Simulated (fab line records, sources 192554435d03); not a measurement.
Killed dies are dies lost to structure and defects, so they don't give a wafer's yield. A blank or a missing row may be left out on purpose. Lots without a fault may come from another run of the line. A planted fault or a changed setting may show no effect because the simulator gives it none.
A struck lot beside a sound one | flow n5_finfet | 36 steps out of a route of 1938
Sound: wafers L148.3, L148.6. Struck: wafer L139.4. (L139.1, L139.6 of the same lot were not struck and are left out.) The cause comes at the end.
At each step with rows: each side's tool, then ch and its chambers, then its first start. Under that, the readings that differ: sound wafers | struck wafers | difference of the means | sigmas: that difference in standard deviations of wafers without a fault.
alike: readings whose means differ by less than 2 such deviations, and words and numbers that are the same on both sides. not compared: withheld readings, readings that some wafer has no value for, bounds like >300 that may hide the same value, and numbers for which the record gives no deviation and whose values overlap.
The two part at a step that has a row with sigmas, a row that says differs or no value, or rows on one side only. Numbers that don't overlap but have no deviation are shown without sigmas and don't part them. A reading that every wafer of one side lacks parts them only if that side has two wafers or more.

first, 9 steps without rows for these wafers: N5_BEOL_M13_PRE_CLEAN_42 (time 30 s); N5_BEOL_M13_SPUTTER_43 (material TaN, target thk 15 nm, time 24.19 s); N5_BEOL_M13_SPUTTER_44 (material Ta, target thk 10 nm, time 16.13 s); N5_BEOL_M13_SPUTTER_45 (material Cu, target thk 80 nm, time 13.33 s); N5_BEOL_M13_ECD_47 (material Cu, target thk 936 nm); N5_BEOL_M13_ANNEAL_48 (time 90 s); N5_BEOL_M13_CMP_49 (polishes, stops on SiOC, t overpolish 17.1 s, target thk 420 nm); N5_BEOL_M13_PRE_CLEAN_52 (time 15 s); N5_BEOL_M13_DEP_53 (deposits SiCN from 3MS/NH3, target thk 50 nm, time 17.8 s).
N5_BEOL_M14_ILD_DEP_00: deposits SiO2 from TEOS/O2, target thk 1119.3 nm, time 237.4 s.
  sound on pecvd-02 ch 0,2, day 16 20:29; struck on pecvd-04 ch 0, day 15 05:23
  reading                                       | sound       | struck | difference | sigmas
  heater_power_w (W)                            | 407 531     | 836    | +367       | +3
  run_length_s (s)                              | 279.7 281.6 | 315.3  | +34.7      | +45
  model.SiO2_of_BEOL_M14_ILD_DEP_00.thk_nm (nm) | 1122 1125   | 1316   | +192       |
  alike: showerhead_plenum_p_Torr, throttle_valve_pct
N5_BEOL_M14_THK_MEAS_01:
  sound on film_metro-02, day 16 20:41; struck on film_metro-02, day 15 05:34
  reading          | sound     | struck | difference | sigmas
  M14_ILD_THK (nm) | 1122 1125 | 1316   | +192       | +14
then, 10 steps without rows for these wafers: N5_BEOL_M14_COAT_58 (time 60 s, resist thk 89 nm); N5_BEOL_M14_COAT_04 (resist thk 800 nm); N5_BEOL_M14_EBR_06; N5_BEOL_M14_SOFTBAKE_05 (time 60 s); N5_BEOL_M14_EXPOSE_07 (exposes mask V13); N5_BEOL_M14_PEB_08 (peb time 90 s); N5_BEOL_M14_DEVELOP_09 (develop time 45 s); N5_BEOL_M14_HARDBAKE_14 (time 120 s); N5_BEOL_M14_DESCUM_15 (chemistry O2, time 7.9 s); N5_BEOL_M14_ETCH_59 (etches BARC in N2/H2, target depth 89 nm, overetch 26.7 nm, time 67.9 s).
N5_BEOL_M14_VIA_ETCH_16: etches SiO2 in C4F8/O2/Ar, target depth 1231.3 nm.
  sound on rie_diel-01 ch 2,3, day 16 21:17; struck on rie_diel-01 ch 1, day 15 06:03
  reading                                    | sound       | struck | difference | sigmas
  model.etch.depth_nm (nm)                   | 1122 1125   | 1316   | +192       |
  model.coat_of_BEOL_M14_COAT_04.thk_nm (nm) | 449.4 448.8 | 411    | -38        |
  alike: C4F8_flow_sccm, drypump_motor_current_A, oes_o_777_au, oes_product_au, rf_vpp_V, showerhead_plenum_p_Torr, throttle_valve_pct
then, 13 steps without rows for these wafers: N5_BEOL_M14_STRIP_63 (strips in O2); N5_BEOL_M14_STRIP_64 (strips in O2); N5_BEOL_M14_STRIP_71 (strips in post etch residue remover, time 60 s); N5_BEOL_M14_SRD_72 (time 30 s, dry time 30 s); N5_BEOL_M14_COAT_65 (time 60 s, resist thk 450 nm); N5_BEOL_M14_COAT_66 (time 60 s, resist thk 110 nm); N5_BEOL_M14_COAT_22 (resist thk 300 nm); N5_BEOL_M14_EBR_24; N5_BEOL_M14_SOFTBAKE_23 (time 60 s); N5_BEOL_M14_EXPOSE_25 (exposes mask M14, target cd 280 nm); N5_BEOL_M14_PEB_26 (peb time 90 s); N5_BEOL_M14_DEVELOP_27 (develop time 45 s); N5_BEOL_M14_HARDBAKE_32 (time 120 s).
N5_BEOL_M14_CMP_49: polishes, stops on SiO2, t overpolish 5.2 s, target thk 560 nm.
  sound on cmp-01 ch 1,2, day 17 01:05; struck on cmp-04 ch 0, day 15 09:24
  reading                                       | sound     | struck | difference | sigmas
  model.SiO2_of_BEOL_M14_ILD_DEP_00.thk_nm (nm) | 1044 1048 | 1237   | +191       |
  alike: clearing_platen_down_force_psi, motor_current_A

WHERE THEY PART
First at N5_BEOL_M14_ILD_DEP_00; last, within this record, at N5_BEOL_M14_THK_MEAS_01. Later steps at which nothing parts them and some readings are alike: N5_BEOL_M14_VIA_ETCH_16, N5_BEOL_M14_CMP_49.

WHY: what the simulator had put in
Process parameter drift: pecvd-04, from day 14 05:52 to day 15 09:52, at N5_BEOL_M14_ILD_DEP_00. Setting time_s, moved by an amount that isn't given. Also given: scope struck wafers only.
